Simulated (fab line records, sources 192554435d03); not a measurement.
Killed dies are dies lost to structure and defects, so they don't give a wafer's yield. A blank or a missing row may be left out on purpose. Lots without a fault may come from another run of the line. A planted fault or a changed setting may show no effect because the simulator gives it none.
fab line records | flow n5_finfet
record lots=24 wafers=72 last_day=17
route steps=1938 shown BEOL_M2@883
lots that met no fault: from a run of the same line without faults
start_h: hours from the record's first day to the start of the lot's first wafer shown | wait_h: hours since the lot's step before | " the same as in the row above | L1.1+2: a row that stands for several wafers | - no value, or no start given | * or withheld: withheld | < > ~ a bound
route shown NAME@n: a module of which the file shows steps, and the number in the route of the first | usual: mean/standard deviation of fault-free wafers | same: alike in all rows | chamber/n: place in a boat | sites: the reading at each site | _std_site: their standard deviation | _edge_site: outer sites' mean less inner sites' | radius_mm: how far each site lies from the wafer's centre | mask NAME#n: copy n | behind: the tool/chamber that last shaped the wafer | hold: why the lot was held/for how many hours/how that ended | device: the transistor (n, p or np) that didn't switch | end of line: the same wafers' tests at the end of the route | a step without rows: its recipe alone | killed: dies lost to structure and defects at the first sort, not the wafer's yield | map: a wafer's dies, x killed, . not, _ none there
set.NAME: the setting as run; set.NAME@STEP: as run at that earlier step | model.NAME: the simulator's own value behind a step, which no gauge read
steps of the route over a sample of lots; a table a step, a row a wafer
services: from which hour (start_h, from the record's first day; less than 0 if before it) a tool's chamber was out of use, for how many hours, and why
## steps
# step N5_BEOL_M2_ETCHBACK_99
# recipe chemistry=CHF3 target=SiO2 target_depth_a=50 time_s=10.4 source_w=215 bias_w=47 Ar_flow_sccm=200 CHF3_flow_sccm=12 ion_energy_ev=100 pressure_mtorr=30
# usual drypump_motor_current_A=5.9/0.36 oes_f_703_au=0.77/0.072 oes_product_au=0.77/0.074 rf_vpp_V=241/4.6 showerhead_plenum_p_Torr=2.14/0.071 throttle_valve_pct=17.06/0.18
# columns lot.wafer tool chamber start_h wait_h drypump_motor_current_A oes_f_703_au oes_product_au rf_hours_counter_h rf_vpp_V showerhead_plenum_p_Torr throttle_valve_pct
L074.2 rie_diel-02 0 146.45 0.5 6.3 0.86 0.86 67 240 2.09 16.95
L074.3 " 2 " " 5.9 0.74 0.74 156 240 2.23 16.97
L074.6 " 0 " " 6.3 0.86 0.86 - 240 2.09 16.96
L075.1 rie_diel-04 1 146.52 0.5 6.3 0.85 0.84 73 235 2.09 16.67
L075.4 " 2 " " 6.1 0.71 0.72 - 245 2.12 17.12
L075.6 " 3 " " 5.1 0.92 0.92 - 249 2.19 17.02
L076.1 rie_diel-04 3 151.12 1.4 5.1 0.91 0.92 19 249 2.19 17.01
L076.3 " 1 " " 6.3 0.85 0.83 75 236 2.09 16.67
L076.5 " 3 " " 5.1 0.91 0.91 - 249 2.19 17.02
L077.2 rie_diel-03 3 159.63 3.3 5.9 0.70 0.72 176 246 2.06 17.32
L077.3 " 1 " " 6.6 0.71 0.72 219 237 2.12 17.25
L077.4 " 2 " " 5.7 0.81 0.79 121 234 2.17 16.98
L078.2 rie_diel-03 0 164.15 6.3 6.0 0.73 0.75 120 244 2.06 16.93
L078.3 " 2 " " 5.7 0.81 0.79 123 234 2.17 16.99
L078.6 " 0 " " 6.0 0.74 0.75 - 243 2.06 16.93
L079.1 rie_diel-03 0 182.16 1.8 6.0 0.74 0.76 126 244 2.06 16.94
L079.4 " 3 " " 5.9 0.70 0.71 184 244 2.05 17.32
L079.6 " 0 " " 6.0 0.73 0.75 - 244 2.06 16.94
L080.1 rie_diel-04 2 182.25 1.9 6.1 0.71 0.71 225 246 2.12 17.14
L080.4 " 3 " " 5.1 0.88 0.89 31 251 2.18 17.04
L080.5 " 1 " " 6.3 0.82 0.82 - 236 2.08 16.71
L081.1 rie_diel-03 3 188.78 4.2 5.9 0.70 0.71 186 247 2.05 17.32
L081.4 " 1 " " 6.6 0.71 0.70 229 236 2.12 17.27
L081.5 " 3 " " 5.9 0.70 0.71 - 246 2.05 17.31
L082.1 rie_diel-02 0 191.64 6.4 6.3 0.85 0.85 83 242 2.08 16.99
L082.2 " 3 " " 5.5 0.87 0.91 13 248 2.22 17.15
L082.5 " 3 " " 5.5 0.88 0.90 - 246 2.22 17.15
L084.2 rie_diel-02 0 193.82 6.3 6.3 0.84 0.85 83 240 2.08 16.97
L084.3 " 2 " " 5.9 0.72 0.72 172 241 2.23 17.01
L084.5 " 3 " " 5.5 0.87 0.91 - 246 2.22 17.15
L083.3 rie_diel-02 0 194.54 6.8 6.3 0.85 0.84 84 239 2.09 16.98
L083.4 " 1 " " 6.0 0.70 0.68 216 241 2.14 17.02
L083.6 " 2 " " 5.9 0.72 0.73 - 241 2.23 17.02
L085.3 rie_diel-02 2 210.46 3.4 5.9 0.72 0.73 178 241 2.22 17.03
L085.4 " 3 " " 5.5 0.86 0.89 20 246 2.22 17.19
L085.5 " 2 " " 5.9 0.71 0.74 - 243 2.22 17.02
L086.3 rie_diel-03 2 214.22 1.2 5.7 0.79 0.78 141 234 2.17 17.00
L086.5 " 2 " " 5.7 0.80 0.79 - 234 2.17 17.03
L086.6 " 1 " " 6.6 0.71 0.70 - 236 2.11 17.30
L088.1 rie_diel-03 2 232.88 11.4 5.7 0.78 0.76 148 234 2.16 17.03
L088.2 " 0 " " 6.0 0.72 0.74 145 243 2.05 16.97
L088.4 " 3 " " 5.9 0.69 0.69 204 247 2.05 17.36
L090.1 rie_diel-03 3 233.69 1.6 5.9 0.69 0.70 204 244 2.05 17.37
L090.5 " 3 " " 5.9 0.69 0.70 - 245 2.05 17.36
L090.6 " 2 " " 5.7 0.79 0.76 - 232 2.16 17.02
L089.3 rie_diel-04 0 233.72 4.8 5.8 0.90 0.88 25 238 2.29 16.72
L089.5 " 1 " " 6.3 0.82 0.80 - 236 2.08 16.73
L089.6 " 0 " " 5.7 0.89 0.89 - 241 2.29 16.71
L087.2 rie_diel-03 1 249.44 4.7 6.6 0.69 0.70 250 235 2.11 17.33
L087.3 " 2 " " 5.7 0.78 0.76 154 233 2.16 17.03
L087.5 " 0 " " 6.0 0.72 0.73 - 243 2.05 16.99
L092.1 rie_diel-03 0 250.14 0.9 6.0 0.71 0.73 152 243 2.05 16.99
L092.2 " 2 " " 5.7 0.78 0.76 155 234 2.16 17.04
L092.4 " 2 " " 5.7 0.78 0.77 - 233 2.16 17.05
L093.1 rie_diel-02 3 252.91 2.0 5.5 0.82 0.85 38 246 2.21 17.20
L093.3 " 1 " " 6.0 0.69 0.66 240 239 2.13 17.05
L093.5 " 2 " " 5.9 0.71 0.71 - 241 2.22 17.04
L094.1 rie_diel-03 0 261.59 6.7 6.0 0.71 0.72 158 242 2.05 17.01
L094.3 " 3 " " 5.9 0.68 0.69 218 244 2.04 17.37
L094.4 " 0 " " 6.0 0.70 0.72 - 242 2.05 17.00
L091.1 rie_diel-02 1 262.31 5.6 6.0 0.68 0.67 243 240 2.13 17.07
L091.2 " 3 " " 5.5 0.82 0.85 41 247 2.21 17.19
L091.4 " 2 " " 5.9 0.70 0.71 193 242 2.22 17.04
L095.3 rie_diel-04 3 262.52 5.8 5.1 0.85 0.85 54 249 2.18 17.10
L095.4 " 2 " " 6.2 0.69 0.70 249 246 2.11 17.20
L095.6 " 3 " " 5.1 0.85 0.85 - 249 2.18 17.09
L096.2 rie_diel-02 2 271.66 6.5 5.9 0.70 0.70 196 241 2.22 17.05
L096.4 " 1 " " 6.0 0.68 0.66 246 241 2.13 17.08
L096.6 " 2 " " 5.9 0.70 0.70 - 242 2.22 17.04
L097.3 rie_diel-04 1 277.07 2.5 6.3 0.80 0.79 119 236 2.07 16.75
L097.5 " 3 " " 5.1 0.84 0.84 - 248 2.17 17.11
L097.6 " 1 " " 6.3 0.80 0.79 - 237 2.07 16.74
# step N5_BEOL_M2_PRE_CLEAN_45
# recipe gas=H2/He time_s=30 temp_c=250
# usual heater_power_w=337/35
# columns lot.wafer tool chamber start_h wait_h heater_power_w
L074.2 pvd_sputter-03 - 147.31 0.0 303
L074.3 " - " " 341
L074.6 " - " " 339
L075.1 pvd_sputter-02 - 147.36 0.0 270
L075.4 " - " " 370
L075.6 " - " " 373
L076.1 pvd_sputter-02 - 152.19 0.0 411
L076.3 " - " " 336
L076.5 " - " " 330
L077.2 pvd_sputter-01 - 160.54 0.0 294
L077.3 " - " " 365
L077.4 " - " " 315
L078.2 pvd_sputter-02 - 164.95 0.0 415
L078.3 " - " " 341
L078.6 " - " " 385
L079.1 pvd_sputter-03 - 182.87 0.0 353
L079.4 " - " " 303
L079.6 " - " " 325
L080.1 pvd_sputter-02 - 182.94 0.0 282
L080.4 " - " " 413
L080.5 " - " " 270
L081.1 pvd_sputter-03 - 189.76 0.0 339
L081.4 " - " " 336
L081.5 " - " " 309
L082.1 pvd_sputter-03 - 192.60 0.0 310
L082.2 " - " " 335
L082.5 " - " " 336
L084.2 pvd_sputter-01 - 195.03 0.0 364
L084.3 " - " " 350
L084.5 " - " " 293
L083.3 pvd_sputter-02 - 195.46 0.0 358
L083.4 " - " " 410
L083.6 " - " " 418
L085.3 pvd_sputter-02 - 211.43 0.0 378
L085.4 " - " " 414
L085.5 " - " " 401
L086.3 pvd_sputter-03 - 214.88 0.0 330
L086.5 " - " " 330
L086.6 " - " " 339
L088.1 pvd_sputter-01 - 234.17 0.0 300
L088.2 " - " " 368
L088.4 " - " " 369
L090.1 pvd_sputter-02 - 234.50 0.0 379
L090.5 " - " " 383
L090.6 " - " " 416
L089.3 pvd_sputter-02 - 234.62 0.0 407
L089.5 " - " " 374
L089.6 " - " " 336
L087.2 pvd_sputter-03 - 250.07 0.0 340
L087.3 " - " " 329
L087.5 " - " " 345
L092.1 pvd_sputter-03 - 250.94 0.0 312
L092.2 " - " " 338
L092.4 " - " " 344
L093.1 pvd_sputter-01 - 254.15 0.0 314
L093.3 " - " " 355
L093.5 " - " " 295
L094.1 pvd_sputter-03 - 262.90 0.0 339
L094.3 " - " " 343
L094.4 " - " " 322
L091.1 pvd_sputter-03 - 263.16 0.0 335
L091.2 " - " " 333
L091.4 " - " " 320
L095.3 pvd_sputter-03 - 263.46 0.0 329
L095.4 " - " " 305
L095.6 " - " " 330
L096.2 pvd_sputter-03 - 272.66 0.0 315
L096.4 " - " " 331
L096.6 " - " " 298
L097.3 pvd_sputter-03 - 278.12 0.0 344
L097.5 " - " " 334
L097.6 " - " " 303
# step N5_BEOL_M2_SPUTTER_81
# recipe material=Cu target_thk_a=45 temp_c=-20 chamber_pressure_pa=0.07 power_w=withheld time_s=8.29
# usual throttle_valve_pct=30.1/1
# columns lot.wafer tool chamber start_h wait_h throttle_valve_pct
L074.2 pvd_sputter-03 - 148.35 0.1 30.7
L074.3 " - " " 31.3
L074.6 " - " " 30.4
L075.1 pvd_sputter-01 - 148.52 0.1 29.4
L075.4 " - " " 30.0
L075.6 " - " " 29.2
L076.1 pvd_sputter-03 - 154.09 0.1 30.7
L076.3 " - " " 30.0
L076.5 " - " " 30.1
L077.2 pvd_sputter-03 - 161.63 0.1 30.4
L077.3 " - " " 31.2
L077.4 " - " " 30.5
L078.2 pvd_sputter-01 - 166.22 0.1 29.7
L078.3 " - " " 30.4
L078.6 " - " " 29.3
L079.1 pvd_sputter-02 - 183.96 0.1 31.0
L079.4 " - " " 27.4
L079.6 " - " " 29.2
L080.1 pvd_sputter-01 - 184.18 0.1 28.9
L080.4 " - " " 30.4
L080.5 " - " " 30.0
L081.1 pvd_sputter-01 - 192.55 0.1 29.7
L081.4 " - " " 29.4
L081.5 " - " " 29.3
L082.1 pvd_sputter-03 - 193.82 0.1 31.1
L082.2 " - " " 31.2
L082.5 " - " " 31.2
L084.2 pvd_sputter-01 - 196.15 0.1 30.2
L084.3 " - " " 29.3
L084.5 " - " " 30.3
L083.3 pvd_sputter-03 - 196.76 0.1 29.9
L083.4 " - " " 30.5
L083.6 " - " " 29.9
L085.3 pvd_sputter-03 - 212.62 0.1 30.2
L085.4 " - " " 30.6
L085.5 " - " " 30.1
L086.3 pvd_sputter-02 - 217.02 0.1 29.1
L086.5 " - " " 31.2
L086.6 " - " " 29.1
L088.1 pvd_sputter-02 - 235.56 0.1 27.4
L088.2 " - " " 29.2
L088.4 " - " " 31.5
L089.3 pvd_sputter-01 - 235.74 0.1 29.3
L089.5 " - " " 29.5
L089.6 " - " " 29.6
L090.1 pvd_sputter-03 - 236.16 0.1 31.4
L090.5 " - " " 31.1
L090.6 " - " " 30.2
L087.2 pvd_sputter-01 - 251.37 0.1 29.7
L087.3 " - " " 28.9
L087.5 " - " " 30.1
L092.1 pvd_sputter-03 - 252.01 0.1 31.2
L092.2 " - " " 31.1
L092.4 " - " " 30.5
L093.1 pvd_sputter-03 - 255.70 0.1 31.3
L093.3 " - " " 30.1
L093.5 " - " " 31.3
L094.1 pvd_sputter-03 - 264.14 0.1 30.6
L094.3 " - " " 31.1
L094.4 " - " " 31.0
L091.1 pvd_sputter-03 - 265.98 0.1 30.1
L091.2 " - " " 31.7
L091.4 " - " " 31.0
L095.3 pvd_sputter-02 - 266.14 0.1 31.1
L095.4 " - " " 27.3
L095.6 " - " " 29.4
L096.2 pvd_sputter-01 - 273.81 0.1 29.8
L096.4 " - " " 29.4
L096.6 " - " " 28.7
L097.3 pvd_sputter-02 - 280.68 0.1 30.8
L097.5 " - " " 27.2
L097.6 " - " " 30.8
# step N5_BEOL_M2_ANNEAL_89
# recipe temp_c=400 time_s=240 ambient=vacuum
# usual heater_power_w=832/76
# columns lot.wafer tool chamber start_h wait_h heater_power_w
L074.2 pvd_sputter-03 - 148.87 0.0 844
L074.3 " - " " 876
L074.6 " - " " 842
L075.1 pvd_sputter-01 - 149.04 0.0 927
L075.4 " - " " 893
L075.6 " - " " 899
L076.1 pvd_sputter-03 - 154.61 0.0 846
L076.3 " - " " 816
L076.5 " - " " 826
L077.2 pvd_sputter-03 - 162.15 0.0 849
L077.3 " - " " 850
L077.4 " - " " 831
L078.2 pvd_sputter-01 - 166.74 0.0 791
L078.3 " - " " 877
L078.6 " - " " 914
L079.1 pvd_sputter-02 - 184.48 0.0 939
L079.4 " - " " 1017
L079.6 " - " " 847
L080.1 pvd_sputter-01 - 184.70 0.0 735
L080.4 " - " " 877
L080.5 " - " " 873
L081.1 pvd_sputter-01 - 193.07 0.0 794
L081.4 " - " " 908
L081.5 " - " " 900
L082.1 pvd_sputter-03 - 194.34 0.0 754
L082.2 " - " " 854
L082.5 " - " " 772
L084.2 pvd_sputter-01 - 196.67 0.0 903
L084.3 " - " " 927
L084.5 " - " " 899
L083.3 pvd_sputter-03 - 197.28 0.0 818
L083.4 " - " " 874
L083.6 " - " " 822
L085.3 pvd_sputter-03 - 213.14 0.0 823
L085.4 " - " " 847
L085.5 " - " " 822
L086.3 pvd_sputter-02 - 217.54 0.0 850
L086.5 " - " " 922
L086.6 " - " " 835
L088.1 pvd_sputter-02 - 236.08 0.0 982
L088.2 " - " " 806
L088.4 " - " " 975
L089.3 pvd_sputter-01 - 236.26 0.0 914
L089.5 " - " " 896
L089.6 " - " " 797
L090.1 pvd_sputter-03 - 238.28 0.0 748
L090.5 " - " " 752
L090.6 " - " " 809
L087.2 pvd_sputter-01 - 251.89 0.0 796
L087.3 " - " " 734
L087.5 " - " " 885
L092.1 pvd_sputter-03 - 252.53 0.0 855
L092.2 " - " " 762
L092.4 " - " " 839
L093.1 pvd_sputter-03 - 256.22 0.0 847
L093.3 " - " " 852
L093.5 " - " " 770
L094.1 pvd_sputter-03 - 264.66 0.0 853
L094.3 " - " " 762
L094.4 " - " " 848
L091.1 pvd_sputter-03 - 266.50 0.0 841
L091.2 " - " " 849
L091.4 " - " " 768
L095.3 pvd_sputter-02 - 266.66 0.0 935
L095.4 " - " " 1018
L095.6 " - " " 858
L096.2 pvd_sputter-01 - 274.33 0.0 782
L096.4 " - " " 895
L096.6 " - " " 738
L097.3 pvd_sputter-02 - 281.20 0.0 687
L097.5 " - " " 1012
L097.6 " - " " 662
# step N5_BEOL_M2_SPUTTER_96
# recipe material=Cu target_thk_a=45 temp_c=-20 chamber_pressure_pa=0.07 power_w=withheld time_s=8.29
# usual throttle_valve_pct=30.1/1
# columns lot.wafer tool chamber start_h wait_h throttle_valve_pct
L074.2 pvd_sputter-03 - 149.67 0.1 30.2
L074.3 " - " " 31.4
L074.6 " - " " 30.6
L075.1 pvd_sputter-01 - 149.84 0.1 29.2
L075.4 " - " " 30.2
L075.6 " - " " 29.5
L076.1 pvd_sputter-03 - 155.41 0.1 30.5
L076.3 " - " " 30.1
L076.5 " - " " 30.0
L077.2 pvd_sputter-03 - 162.95 0.1 30.5
L077.3 " - " " 31.3
L077.4 " - " " 30.6
L078.2 pvd_sputter-01 - 167.54 0.1 29.8
L078.3 " - " " 29.9
L078.6 " - " " 29.6
L079.1 pvd_sputter-02 - 185.28 0.1 31.0
L079.4 " - " " 27.1
L079.6 " - " " 29.2
L080.1 pvd_sputter-01 - 185.50 0.1 28.7
L080.4 " - " " 30.2
L080.5 " - " " 30.1
L081.1 pvd_sputter-01 - 193.87 0.1 29.5
L081.4 " - " " 29.2
L081.5 " - " " 29.2
L082.1 pvd_sputter-03 - 195.14 0.1 31.2
L082.2 " - " " 31.2
L082.5 " - " " 31.3
L084.2 pvd_sputter-01 - 197.47 0.1 30.4
L084.3 " - " " 29.3
L084.5 " - " " 29.8
L083.3 pvd_sputter-03 - 198.08 0.1 30.2
L083.4 " - " " 30.5
L083.6 " - " " 30.4
L085.3 pvd_sputter-03 - 213.94 0.1 30.0
L085.4 " - " " 30.4
L085.5 " - " " 30.0
L086.3 pvd_sputter-02 - 218.34 0.1 28.7
L086.5 " - " " 31.2
L086.6 " - " " 29.0
L088.1 pvd_sputter-02 - 236.88 0.1 27.1
L088.2 " - " " 29.0
L088.4 " - " " 31.0
L089.3 pvd_sputter-01 - 237.06 0.1 29.3
L089.5 " - " " 29.4
L089.6 " - " " 29.8
L090.1 pvd_sputter-03 - 239.08 0.1 31.1
L090.5 " - " " 31.2
L090.6 " - " " 29.9
L087.2 pvd_sputter-01 - 252.69 0.1 29.6
L087.3 " - " " 28.8
L087.5 " - " " 30.3
L092.1 pvd_sputter-03 - 253.33 0.1 31.1
L092.2 " - " " 31.5
L092.4 " - " " 30.4
L093.1 pvd_sputter-03 - 257.02 0.1 31.5
L093.3 " - " " 30.2
L093.5 " - " " 31.1
L094.1 pvd_sputter-03 - 265.46 0.1 30.8
L094.3 " - " " 31.3
L094.4 " - " " 31.4
L091.1 pvd_sputter-03 - 267.30 0.1 30.2
L091.2 " - " " 31.3
L091.4 " - " " 31.1
L095.3 pvd_sputter-02 - 267.46 0.1 31.2
L095.4 " - " " 27.0
L095.6 " - " " 29.4
L096.2 pvd_sputter-01 - 275.13 0.1 29.8
L096.4 " - " " 29.4
L096.6 " - " " 29.0
L097.3 pvd_sputter-02 - 282.00 0.1 30.7
L097.5 " - " " 27.4
L097.6 " - " " 30.6
# step N5_BEOL_M2_PRE_CLEAN_60
# recipe gas=NH3/H2 time_s=15 temp_c=* rf_power_w=300
# usual heater_power_w=95/15
# columns lot.wafer tool chamber start_h wait_h heater_power_w since_wet_clean_h
L074.2 cvd_co-02 0 150.49 0.0 97 910
L074.3 " 2 " " 121 451
L074.6 " 0 " " 96 -
L075.1 cvd_co-02 2 150.76 0.0 125 451
L075.4 " 1 " " 87 -
L075.6 " 2 " " 123 -
L076.1 cvd_co-01 1 156.24 0.0 88 1135
L076.3 " 2 " " 70 238
L076.5 " 2 " " 70 -
L077.2 cvd_co-02 1 163.78 0.0 88 27
L077.3 " 2 " " 123 464
L077.4 " 1 " " 89 -
L078.2 cvd_co-01 1 168.37 0.0 89 1147
L078.3 " 0 " " 80 710
L078.6 " 2 " " 68 -
L079.1 cvd_co-02 2 186.11 0.0 122 487
L079.4 " 1 " " 89 -
L079.6 " 2 " " 125 -
L080.1 cvd_co-01 0 186.37 0.0 80 728
L080.4 " 2 " " 69 -
L080.5 " 1 " " 91 -
L081.1 cvd_co-02 1 194.70 0.0 90 58
L081.4 " 0 " " 97 -
L081.5 " 1 " " 90 -
L082.1 cvd_co-02 1 195.98 0.0 90 59
L082.2 " 2 " " 122 497
L082.5 " 2 " " 121 -
L084.2 cvd_co-02 0 198.33 0.0 95 958
L084.3 " 1 " " 91 62
L084.5 " 0 " " 97 -
L083.3 cvd_co-02 1 199.95 0.0 89 63
L083.4 " 0 " " 97 -
L083.6 " 1 " " 90 -
L085.3 cvd_co-01 0 215.27 0.5 80 -
L085.4 " 1 " " 92 -
L085.5 " 0 " " 83 -
L086.3 cvd_co-02 1 219.16 0.0 88 82
L086.5 " 0 " " 98 -
L086.6 " 1 " " 91 -
L088.1 cvd_co-01 1 237.71 0.0 89 1216
L088.2 " 0 " " 81 779
L088.4 " 1 " " 92 -
L089.3 cvd_co-02 0 237.91 0.1 98 998
L089.5 " 2 " " 121 -
L089.6 " 1 " " 88 -
L090.1 cvd_co-02 0 239.90 0.0 96 1000
L090.5 " 0 " " 99 -
L090.6 " 2 " " 125 -
L087.2 cvd_co-01 0 253.51 0.0 84 795
L087.3 " 1 " " 92 -
L087.5 " 0 " " 80 -
L092.1 cvd_co-02 0 254.15 0.0 97 1014
L092.2 " 2 " " 128 555
L092.4 " 0 " " 98 -
L093.1 cvd_co-01 1 257.84 0.0 92 1237
L093.3 " 0 " " 80 -
L093.5 " 1 " " 90 -
L094.1 cvd_co-01 0 266.29 0.0 84 808
L094.3 " 1 " " 90 -
L094.4 " 0 " " 82 -
L091.1 cvd_co-01 1 268.33 0.2 91 1247
L091.2 " 0 " " 81 810
L091.4 " 0 " " 83 -
L095.3 cvd_co-01 1 268.86 0.5 89 -
L095.4 " 0 " " 83 -
L095.6 " 1 " " 89 -
L096.2 cvd_co-02 2 275.95 0.0 126 577
L096.4 " 1 " " 90 -
L096.6 " 2 " " 120 -
L097.3 cvd_co-02 0 282.82 0.0 95 1043
L097.5 " 2 " " 121 -
L097.6 " 0 " " 96 -
## services
# columns tool chamber start_h hours kind
rie_diel-02 3 130.61 - clean
rie_diel-02 3 130.61 - consumable_replace:focus_ring
rie_diel-04 0 144.21 - clean
rie_diel-04 0 144.21 - consumable_replace:focus_ring
rie_diel-04 0 144.21 - consumable_replace:showerhead
rie_diel-04 0 144.21 16.1 scheduled_down
pvd_sputter-02 - 156.98 2.5 repair
rie_diel-02 1 186.80 2.4 repair
cvd_co-01 2 188.77 197.0 repair
cvd_co-02 - 212.38 6.0 pm
rie_diel-02 0 218.61 13.5 repair
rie_diel-04 3 229.55 4.3 repair
cvd_co-01 0 242.33 9.0 repair
rie_diel-03 1 249.80 - clean
rie_diel-03 1 249.80 - consumable_replace:focus_ring
rie_diel-03 1 249.80 19.8 scheduled_down
rie_diel-03 1 249.80 19.8 vent_cycle
pvd_sputter-01 - 254.97 2.7 repair
cvd_co-02 - 266.63 6.9 pm
rie_diel-03 2 280.67 4.3 repair
rie_diel-02 1 282.03 - clean
rie_diel-02 1 282.03 - consumable_replace:focus_ring
rie_diel-02 1 282.03 19.3 scheduled_down
rie_diel-02 1 282.03 19.3 vent_cycle
## key
fault none
